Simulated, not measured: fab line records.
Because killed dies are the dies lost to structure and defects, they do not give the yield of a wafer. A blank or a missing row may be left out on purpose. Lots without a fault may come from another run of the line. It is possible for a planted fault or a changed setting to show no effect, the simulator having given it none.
Comparing a struck lot with a sound one | flow nand-harc | 15 steps out of a route of 1302
Sound: these wafers, L530.1, L530.3, L530.6. Struck: wafers L539.1, L539.3, L539.4. The cause comes at the end.
For every step that has rows: the tool of each side, followed by ch and its chambers, followed by its first start. Under that, the readings that differ: sound wafers | struck wafers | difference of the means | sigmas: that difference in standard deviations of wafers without a fault.
alike: same words and numbers on both sides, and readings whose means sit less than 2 such deviations apart. not compared: any withheld reading, any reading some wafer has no value for, any bound like >300 that may hide the same value, and any number with overlapping values for which the record gives no deviation.
Wherever a step has rows on one side only, a row that says differs or no value, or a row with sigmas, the two part there. Numbers that don't overlap but have no deviation are shown without sigmas and don't part them. A reading that every wafer of one side lacks parts them only if that side has two wafers or more.

first, 2 steps without rows for these wafers: NHARC_P_GATE_PEB_89 (peb time 85 s); NHARC_P_GATE_DEVELOP_90 (time 70 s).
NHARC_P_GATE_CD_MEAS_91: the cd target is 2000 nm.
  sound on cd-sem-03 ch 0, day 6 13:55; struck on cd-sem-03 ch 0, day 10 17:07
  alike: cd-nm
then, 1 step without rows for these wafers: NHARC_P_GATE_HARDBAKE_92 (time 80 s).
NHARC_P_GATE_DESCUM_93: chemistry O2, time 3 s.
  sound on rie-diel-09 ch 1,2, day 6 14:04; struck on rie-diel-02 ch 1,2,3, day 10 17:17
  alike: drypump-motor-current-A, oes-product-au, rf-vpp-V, showerhead-plenum-p-Torr, throttle-valve-pct
  not compared: rf-hours-counter-h
after that, 1 step had no rows for these wafers: NHARC_P_GATE_IMPLANT_94.
NHARC_P_GATE_STRIP_113: strips in N2/H2, time 740 s.
  sound on plasma-asher-02 ch 0,1, day 6 14:35; struck on plasma-asher-02 ch 0,1, day 10 17:40
  alike: drypump-motor-current-A, heater-power-w
  not compared: rf-hours-counter-h
NHARC_P_GATE_STRIP_95: strips in O2.
  sound on plasma-asher-02 ch 0,1, day 6 15:12; struck on plasma-asher-02 ch 0,1, day 10 18:22
  alike: drypump-motor-current-A, heater-power-w
  not compared: rf-hours-counter-h
then, 1 step without rows for these wafers: NHARC_P_GATE_STRIP_96 (strips in SPM, time 900 s).
NHARC_P_GATE_RTA_64: time 1 s.
  sound on rtp-anneal-02 ch 0, day 6 15:48; struck on rtp-anneal-01 ch 0, day 10 18:56
  reading             | sound    | struck   | difference | sigmas
  lamp_zone_7_pct (%) | 43 43 43 | 36 36 36 | -7         | -2
  alike: lamp-power-pct, lamp_zone_3_pct, wafer_temp_C_max
then, 1 step without rows for these wafers: NHARC_P_GATE_ETCH_77 (etches SiO2 in dHF, target depth 6 nm).
NHARC_P_GATE_DEGAS_109: time 60 s.
  sound on pvd-sputter-02 at day 6 16:09; struck on pvd-sputter-03 at day 10 19:15
  alike: heater-power-w
NHARC_P_GATE_PRE_CLEAN_110: time 30 s.
  sound on pvd-sputter-02 at day 6 16:12; struck on pvd-sputter-03 at day 10 19:18
  no value came back on the struck wafers for bias-v (V), time-s (s); on the sound wafers bias-v (V) reads 198.8 200.3 201.3
then, 1 step without rows for these wafers: NHARC_P_GATE_SPUTTER_78 (material Ni, target thk 10 nm).
NHARC_END_SORT_01:
  the record has rows for the sound wafers here (prober-01 ch 0, day 25 04:04) and none for the struck ones

## WHERE THEY PART
Last at NHARC_END_SORT_01 as far as this record goes, first at NHARC_P_GATE_RTA_64.

WHY: what had been put in by the simulator
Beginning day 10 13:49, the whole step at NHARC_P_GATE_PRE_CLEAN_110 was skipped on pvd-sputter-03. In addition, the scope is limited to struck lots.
